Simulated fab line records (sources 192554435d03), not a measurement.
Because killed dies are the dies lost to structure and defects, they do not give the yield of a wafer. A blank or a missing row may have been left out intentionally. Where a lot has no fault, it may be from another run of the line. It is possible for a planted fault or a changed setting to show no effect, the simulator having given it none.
Chamber matching :: flow n5Finfet :: N5_BEOL_M0_PRE_CLEAN_131 on cvdCo-01 has 3 sister chambers
The step time 15 s. 6 wafers are shown with their chamber, then 9 later ones without.

## WAFERS WITH THEIR CHAMBER
wafer: L082.2
chamber: 2
heaterPowerW (W): 79

wafer: L082.3
chamber: 1
heaterPowerW (W): 60

wafer: L082.6
chamber: 1
heaterPowerW (W): 60

wafer: L083.3
chamber: 0
heaterPowerW (W): 88

wafer: L083.4
chamber: 0
heaterPowerW (W): 86

wafer: L083.5
chamber: 2
heaterPowerW (W): 82

## WAFERS WITH NO CHAMBER GIVEN
wafer: L085.1
heaterPowerW (W): 79

wafer: L085.4
heaterPowerW (W): 86

wafer: L085.6
heaterPowerW (W): 79

wafer: L091.2
heaterPowerW (W): 81

wafer: L091.3
heaterPowerW (W): 90

wafer: L091.4
heaterPowerW (W): 89

wafer: L094.2
heaterPowerW (W): 87

wafer: L094.3
heaterPowerW (W): 60

wafer: L094.5
heaterPowerW (W): 88

## THE CHAMBER EACH PASSED THROUGH
wafer: L085.1
from the rows above: 2
in truth: 2

wafer: L085.4
from the rows above: 0
in truth: 0

wafer: L085.6
from the rows above: 2
in truth: 2

wafer: L091.2
from the rows above: 2
in truth: 2

wafer: L091.3
from the rows above: 0
in truth: 0

wafer: L091.4
from the rows above: 0
in truth: 0

wafer: L094.2
from the rows above: 0
in truth: 0

wafer: L094.3
from the rows above: 1
in truth: 1

wafer: L094.5
from the rows above: 0
in truth: 0
9 of 9 placed correctly. Number that these rows cannot place: 0. Wrongly placed: 0.
How it was worked out, from the rows above alone: a wafer's distance from a chamber is the root of the sum, over the readings, of the square of ((its reading less the chamber's mean) divided by the reading's scatter). The wafer belongs to the nearest chamber; if the next one is less than 2 further off, it can't be placed. A chamber's mean is the mean of its shown wafers. How the scatter is found: for the shown wafers, subtract from each reading the mean of its chamber, square and add these, divide the total by (wafers less chambers), then take the root.
